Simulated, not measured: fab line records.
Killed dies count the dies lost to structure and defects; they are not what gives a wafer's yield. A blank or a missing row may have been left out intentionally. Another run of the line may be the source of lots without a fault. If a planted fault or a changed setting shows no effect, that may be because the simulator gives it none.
Which tool is to blame? | flow n5_finfet | 27 wafers from 9 lots sampled at 5 of the route's 1938 steps

== WHAT EACH GAUGE READ, for each wafer ==
N5_BEOL_M4_RC_MEAS_101. Usual: DIBL_N 37.5 mV/V, standard deviation 2.5; DIBL_P 38 mV/V, standard deviation 3.1; IOFF_N 0.19 nA/um, standard deviation 0.059; IOFF_P 0.24 nA/um, standard deviation 0.061; ION_N 679 uA/um, standard deviation 16; ION_P 465 uA/um, standard deviation 9.8; SS_N 72.0 mV/dec, standard deviation 0.8; SS_P 73.7 mV/dec, standard deviation 0.86; VT_N 248 mV, standard deviation 4.5; VT_P -249 mV, standard deviation 3.5.
lot  | measured     | on        | DIBL_N (mV/V)  | DIBL_P (mV/V) | IOFF_N (nA/um) | IOFF_P (nA/um) | ION_N (uA/um) | ION_P (uA/um) | SS_N (mV/dec)  | SS_P (mV/dec)  | VT_N (mV)   | VT_P (mV)      | flag
L731 | day 7 19:21  | prober-02 | 34.1 37.8 39.7 | 36 37 40      | 0.12 0.18 0.23 | 0.20 0.22 0.27 | 659 678 679   | 459 466 459   | 70.6 72.3 72.7 | 72.8 73.5 74.2 | 254 251 248 | -249 -250 -245 |
L735 | day 8 20:35  | prober-02 | 37.5 41.0 37.7 | 38 43 38      | 0.19 0.31 0.18 | 0.24 0.37 0.25 | 679 711 683   | 463 480 469   | 71.3 72.8 72.1 | 73.4 75.0 73.4 | 249 238 248 | -248 -242 -247 |
L736 | day 8 23:56  | prober-02 | 31.0 33.5 33.7 | 28 33 35      | 0.08 0.12 0.13 | 0.12 0.18 0.19 | 644 679 672   | 452 467 462   | 70.6 69.8 70.2 | 70.8 72.5 73.0 | 259 253 250 | -255 -251 -250 |
L739 | day 10 21:11 | prober-01 | 34.4 38.7 37.1 | 35 39 37      | 0.10 0.18 0.14 | 0.16 0.24 0.20 | 657 673 651   | 453 467 452   | 70.8 71.8 71.5 | 73.2 74.1 73.1 | 260 247 252 | -253 -249 -251 |
L747 | day 11 22:50 | prober-02 | 36.4 36.4 37.9 | 37 37 40      | 0.15 0.15 0.19 | 0.19 0.20 0.24 | 668 679 689   | 458 466 471   | 71.9 72.0 72.1 | 73.5 73.8 74.0 | 253 252 248 | -251 -252 -248 |
L748 | day 12 19:31 | prober-01 | 40.7 38.4 34.4 | 41 37 34      | 0.24 0.19 0.12 | 0.26 0.20 0.16 | 697 664 658   | 471 453 449   | 72.1 72.4 71.9 | 74.2 73.8 72.4 | 243 251 255 | -248 -255 -254 |
L750 | day 13 00:09 | prober-02 | 37.6 35.7 37.4 | 37 34 36      | 0.19 0.16 0.20 | 0.24 0.21 0.24 | 683 667 685   | 463 462 466   | 72.1 71.5 72.0 | 73.9 73.3 73.8 | 249 249 244 | -249 -250 -250 |
L753 | day 14 00:07 | prober-02 | 37.5 34.7 37.5 | 39 35 40      | 0.18 0.13 0.19 | 0.22 0.17 0.26 | 679 673 677   | 466 459 463   | 72.5 71.5 72.1 | 73.7 73.4 74.5 | 251 254 248 | -252 -252 -249 |
L754 | day 14 05:08 | prober-02 | 36.5 36.5 36.0 | 37 39 37      | 0.18 0.19 0.15 | 0.22 0.27 0.20 | 681 690 677   | 462 476 461   | 72.6 72.7 72.3 | 73.0 74.0 73.7 | 250 247 253 | -249 -247 -253 |

== EACH LOT AND THE TOOL THAT RAN IT (in order: tool; ch and the chambers of the sampled wafers; start) ==
lot  | N5_DUMMY_GATE_COAT_34            | N5_DUMMY_GATE_DESCUM_20           | N5_DUMMY_GATE_ETCH_29             | N5_DUMMY_GATE_ETCH_37
L731 | litho_track-01 ch 0, day 2 23:02 | rie_diel-06 ch 0,1, day 2 23:26   | rie_diel-06 ch 0,1, day 2 23:30   | rie_diel-06 ch 0,1, day 2 23:35
L735 | litho_track-01 ch 0, day 3 22:11 | rie_diel-02 ch 0,1,3, day 3 22:34 | rie_diel-02 ch 0,1,3, day 3 22:38 | rie_diel-02 ch 0,1,3, day 3 22:43
L736 | litho_track-01 ch 0, day 4 07:19 | rie_diel-02 ch 0,2, day 4 07:50   | rie_diel-02 ch 0,2, day 4 07:53   | rie_diel-02 ch 0,2, day 4 07:58
L739 | litho_track-03 ch 0, day 4 23:44 | rie_diel-06 ch 0,2, day 5 00:07   | rie_diel-06 ch 0,2, day 5 00:11   | rie_diel-06 ch 0,2, day 5 00:16
L747 | litho_track-01 ch 0, day 6 23:32 | rie_diel-06 ch 1,2,3, day 7 00:14 | rie_diel-06 ch 1,2,3, day 7 00:18 | rie_diel-06 ch 1,2,3, day 7 00:23
L748 | litho_track-01 ch 0, day 7 05:02 | rie_diel-06 ch 0,2,3, day 7 05:33 | rie_diel-06 ch 0,2,3, day 7 05:37 | rie_diel-06 ch 0,2,3, day 7 05:42
L750 | litho_track-03 ch 0, day 7 16:32 | rie_diel-02 ch 2,3, day 7 18:46   | rie_diel-02 ch 2,3, day 7 18:49   | rie_diel-02 ch 2,3, day 7 18:54
L753 | litho_track-03 ch 0, day 8 10:19 | rie_diel-02 ch 0,2,3, day 8 10:51 | rie_diel-02 ch 0,2,3, day 8 10:55 | rie_diel-02 ch 0,2,3, day 8 10:59
L754 | litho_track-03 ch 0, day 8 17:33 | rie_diel-04 ch 1,2, day 8 17:57   | rie_diel-04 ch 1,2, day 8 18:01   | rie_diel-04 ch 1,2, day 8 18:05
- N5_DUMMY_GATE_COAT_34: time 60 s, resist thk 60 nm.
- N5_DUMMY_GATE_DESCUM_20: chemistry O2, time 6.2 s.
- N5_DUMMY_GATE_ETCH_29: etches underlayer in N2/H2, target depth 13 nm.
- N5_DUMMY_GATE_ETCH_37: etches SOC in N2/H2, target depth 60 nm, overetch 30 nm.

== WHAT THE TOOLS THEMSELVES READ (means of the sampled wafers that have a number; where no wafer has one, the mark that the record gives instead) ==
N5_DUMMY_GATE_COAT_34. Usual: spin_speed_rpm 1499.8 rpm, standard deviation 0.99.
lot  | tool           | spin_speed_rpm (rpm) | flag
L731 | litho_track-01 | 1500.2               |
L735 | litho_track-01 | 1500.0               |
L736 | litho_track-01 | 1499.5               |
L739 | litho_track-03 | 1499.3               |
L747 | litho_track-01 | 1170.2               | OFF
L748 | litho_track-01 | 1171.6               | OFF
L750 | litho_track-03 | 1498.9               |
L753 | litho_track-03 | 1499.6               |
L754 | litho_track-03 | 1499.8               |

N5_DUMMY_GATE_DESCUM_20. Usual: drypump_motor_current_A 5.5 A, standard deviation 0.39; oes_product_au 0.79 a.u., standard deviation 0.083; rf_vpp_V 243.4 V, standard deviation 1.2; showerhead_plenum_p_Torr 2.12 Torr, standard deviation 0.066; throttle_valve_pct 20.53 %, standard deviation 0.21.
lot  | tool        | drypump_motor_current_A (A) | oes_product_au (a.u.) | rf_vpp_V (V) | showerhead_plenum_p_Torr (Torr) | throttle_valve_pct (%) | flag
L731 | rie_diel-06 | 5.5                         | 0.81                  | 243.1        | 2.14                            | 20.45                  |
L735 | rie_diel-02 | 5.5                         | 0.80                  | 244.2        | 2.15                            | 20.73                  |
L736 | rie_diel-02 | 5.1                         | 0.70                  | 242.2        | 2.08                            | 20.67                  |
L739 | rie_diel-06 | 5.8                         | 0.77                  | 244.4        | 2.16                            | 20.42                  |
L747 | rie_diel-06 | 5.6                         | 0.84                  | 243.2        | 2.12                            | 20.36                  |
L748 | rie_diel-06 | 5.6                         | 0.80                  | 245.4        | 2.17                            | 20.31                  |
L750 | rie_diel-02 | 5.8                         | 0.94                  | 243.6        | 2.12                            | 20.34                  |
L753 | rie_diel-02 | 5.4                         | 0.84                  | 243.2        | 2.13                            | 20.57                  |
L754 | rie_diel-04 | 5.5                         | 0.71                  | 242.1        | 2.03                            | 20.51                  |

N5_DUMMY_GATE_ETCH_29. Usual: drypump_motor_current_A 5.5 A, standard deviation 0.39; oes_product_au 0.79 a.u., standard deviation 0.088; rf_vpp_V 524.5 V, standard deviation 2.4; showerhead_plenum_p_Torr 2.57 Torr, standard deviation 0.094; throttle_valve_pct 17.96 %, standard deviation 0.21.
lot  | tool        | drypump_motor_current_A (A) | oes_product_au (a.u.) | rf_vpp_V (V) | showerhead_plenum_p_Torr (Torr) | throttle_valve_pct (%) | flag
L731 | rie_diel-06 | 5.5                         | 0.82                  | 525.5        | 2.62                            | 18.01                  |
L735 | rie_diel-02 | 5.5                         | 0.80                  | 525.2        | 2.59                            | 18.14                  |
L736 | rie_diel-02 | 5.1                         | 0.70                  | 523.0        | 2.52                            | 18.14                  |
L739 | rie_diel-06 | 5.8                         | 0.78                  | 526.1        | 2.64                            | 18.02                  |
L747 | rie_diel-06 | 5.6                         | 0.84                  | 524.8        | 2.58                            | 17.90                  |
L748 | rie_diel-06 | 5.6                         | 0.81                  | 525.9        | 2.65                            | 17.92                  |
L750 | rie_diel-02 | 5.8                         | 0.96                  | 523.8        | 2.56                            | 17.71                  |
L753 | rie_diel-02 | 5.4                         | 0.85                  | 524.8        | 2.57                            | 18.03                  |
L754 | rie_diel-04 | 5.5                         | 0.70                  | 521.1        | 2.45                            | 17.87                  |

N5_DUMMY_GATE_ETCH_37. Usual: drypump_motor_current_A 5.5 A, standard deviation 0.4; oes_product_au 0.62 a.u., standard deviation 0.065; rf_vpp_V 524.5 V, standard deviation 2.4; showerhead_plenum_p_Torr 2.57 Torr, standard deviation 0.094; throttle_valve_pct 17.89 %, standard deviation 0.21.
lot  | tool        | drypump_motor_current_A (A) | oes_product_au (a.u.) | rf_vpp_V (V) | showerhead_plenum_p_Torr (Torr) | throttle_valve_pct (%) | flag
L731 | rie_diel-06 | 5.6                         | 0.64                  | 525.4        | 2.62                            | 17.94                  |
L735 | rie_diel-02 | 5.5                         | 0.64                  | 525.3        | 2.59                            | 18.07                  |
L736 | rie_diel-02 | 5.1                         | 0.56                  | 523.9        | 2.52                            | 18.09                  |
L739 | rie_diel-06 | 5.8                         | 0.61                  | 525.9        | 2.64                            | 17.94                  |
L747 | rie_diel-06 | 5.6                         | 0.71                  | 525.7        | 2.58                            | 17.83                  |
L748 | rie_diel-06 | 5.6                         | 0.67                  | 525.9        | 2.65                            | 17.85                  |
L750 | rie_diel-02 | 5.8                         | 0.73                  | 524.9        | 2.56                            | 17.63                  |
L753 | rie_diel-02 | 5.4                         | 0.66                  | 524.2        | 2.57                            | 17.95                  |
L754 | rie_diel-04 | 5.5                         | 0.57                  | 521.9        | 2.45                            | 17.81                  |

== THE ANSWER, worked out from the rows above alone ==
Rule: take the mean of a lot's wafers that have a number; if it is more than 3 standard deviations from the usual mean, the lot is off. A lot without any number at a reading at which 4 lots or more have one is off too. Where the step has rows for the other lots, those lots are counted as sound. First the gauges in route order, then the tools' own readings, where a lot's mean is used as printed above. At the first step where some lot is off, the reading lying furthest off is the one used; lots without a number count as furthest.
Off: L747, L748 (N5_DUMMY_GATE_COAT_34, spin_speed_rpm).
If a tool, at that step or one of the process steps before it, ran each lot that is off and ran no sound lot following the first of them, it fits. One fits: N5_DUMMY_GATE_COAT_34 on litho_track-01. Its last sound lot is L736 (day 4 07:19), its first lot that is off L747 (day 6 23:32): a fault that began between those two fits.
On the lots that are off, the tool's own readings at N5_DUMMY_GATE_COAT_34 differ by more than 5 times the standard deviation of the sound lots' means, which bears it out; spin_speed_rpm reads 1170.9 rpm there versus 1499.6 rpm on the sound lots.

== WHAT THE SIMULATOR PUT IN ==
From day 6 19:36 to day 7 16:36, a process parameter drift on litho_track-01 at N5_DUMMY_GATE_COAT_34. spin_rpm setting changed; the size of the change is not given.
Struck lots among those shown: L747, L748. The same result came from the rule above.
